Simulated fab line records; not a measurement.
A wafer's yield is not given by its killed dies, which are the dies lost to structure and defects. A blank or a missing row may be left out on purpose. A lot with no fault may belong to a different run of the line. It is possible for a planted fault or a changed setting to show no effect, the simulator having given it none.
Split-lot experiment	flow n5_finfet	21 wafers read from 7 lots, route of 1938 steps

## THE SPLIT
At N5_BEOL_M0_SAQP_MANDREL_ETCH_20 (etches a-Si in HBr/Cl2, stops on SiNx, target depth 60 nm, bt time 10 s, time 30 s), the setting bias_w was moved away from the recipe's 75 W on 9 of the 21 wafers read, by -15.1% to +16.3%. The other wafers ran this setting at the recipe's value.

The split's own step is where the reading is taken.

## THE READING
SOC_of_BEOL_M0_SAQP_COAT_81.thk_nm (the simulator's own value, which no gauge read), in nm, at N5_BEOL_M0_SAQP_MANDREL_ETCH_20 (etches a-Si in HBr/Cl2, stops on SiNx, target depth 60 nm, bt time 10 s, time 30 s). There is no usual value for it anywhere in the file. The 12 wafers here that ran the recipe average 76.5 nm, standard deviation 0.48 nm.

wafer	tool, chamber at the split	bias_w as run, W	against the recipe	SOC_of_BEOL_M0_SAQP_COAT_81.thk_nm, nm	against lot-mates on the recipe
L079.3	rie_si-03, 0	75	recipe	76.6	-
L079.5	rie_si-03, 2,1	75	recipe	76.4	-
L079.6	rie_si-03, 2,1	75	recipe	76.4	-
L084.1	rie_si-03, 3	68.99	-8.0%	77	+0.4
L084.2	rie_si-03, 0	75	recipe	76.6	-
L084.6	rie_si-03, 3	68.99	-8.0%	76.8	+0.2
L085.2	rie_si-05, 0	75	recipe	76.4	-
L085.5	rie_si-05, 0	75	recipe	76.4	-
L085.6	rie_si-05, 1	63.65	-15.1%	77.6	+1.2
L091.1	rie_si-01, 2	71.41	-4.8%	77.2	+0.2
L091.4	rie_si-01, 0	75	recipe	77.4	-
L091.5	rie_si-01, 3	75	recipe	76.6	-
L092.3	rie_si-01, 2,1	75	recipe	76.8	-
L092.5	rie_si-01, 2,1	75	recipe	76.8	-
L092.4	rie_si-01, 3	84.65	+12.9%	75.8	-1.0
L096.2	rie_si-05, 0	75	recipe	75.4	-
L096.3	rie_si-05, 2	87.24	+16.3%	73.8	-1.6
L096.4	rie_si-05, 3	87.24	+16.3%	74	-1.4
L097.1	rie_si-03, 2,1	67.95	-9.4%	77	+1.2
L097.4	rie_si-03, 2,1	67.95	-9.4%	77	+1.2
L097.2	rie_si-03, 3	75	recipe	75.8	-
Where a row lists several chambers, the file gives one row for several wafers and doesn't say which wafer went through which chamber.

FIT RESULTS
A straight line over all 21 wafers: SOC_of_BEOL_M0_SAQP_COAT_81.thk_nm changes by -0.105 nm for each +1% of bias_w; r = -0.85; the points scatter about the line by 0.53 nm.
The same after taking each lot's own level away (the mean of its wafers on the recipe; 21 wafers): -0.0864 nm for each +1%; r = -0.95; scatter 0.24 nm.
On that fit, the largest move of bias_w shifts the reading by 1.4 nm.
Across the lots, their own levels run from 75.40 to 77.00 nm, a range of 3.3 times the standard deviation given above.
Thus the slope moves with the lot-to-lot level: the two fits are different.
Check: -1.37 nm against its lot-mates is what the line predicts for one of the wafers moved furthest among these (+16.3%) when that wafer is left out of the fit. It came out at -1.6 nm against them.

## OTHER SPLITS ON THESE WAFERS
Before the reading, these wafers also passed through other splits. Each is held against what the fit with the lots' levels taken away leaves over:
other split on the same wafers	wafers away from the commonest value	r with SOC_of_BEOL_M0_SAQP_COAT_81.thk_nm (lot level and that fit taken away)
N5_MOL_CONTACT_COAG_VIA_ETCH_46 bias_w	8	+0.42
N5_BEOL_M0_SAQP_ILD_DEP_01 time_s	6	-0.35
N5_BEOL_M0_SAQP_PECVD_96 time_s	8	+0.11
N5_BEOL_M0_SAQP_ETCH_84 time_s	9	-0.27

## FILE'S OWN FIT
SOC_of_BEOL_M0_SAQP_COAT_81.thk_nm changes by -0.0839 nm for each +1% of bias_w, r = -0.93.
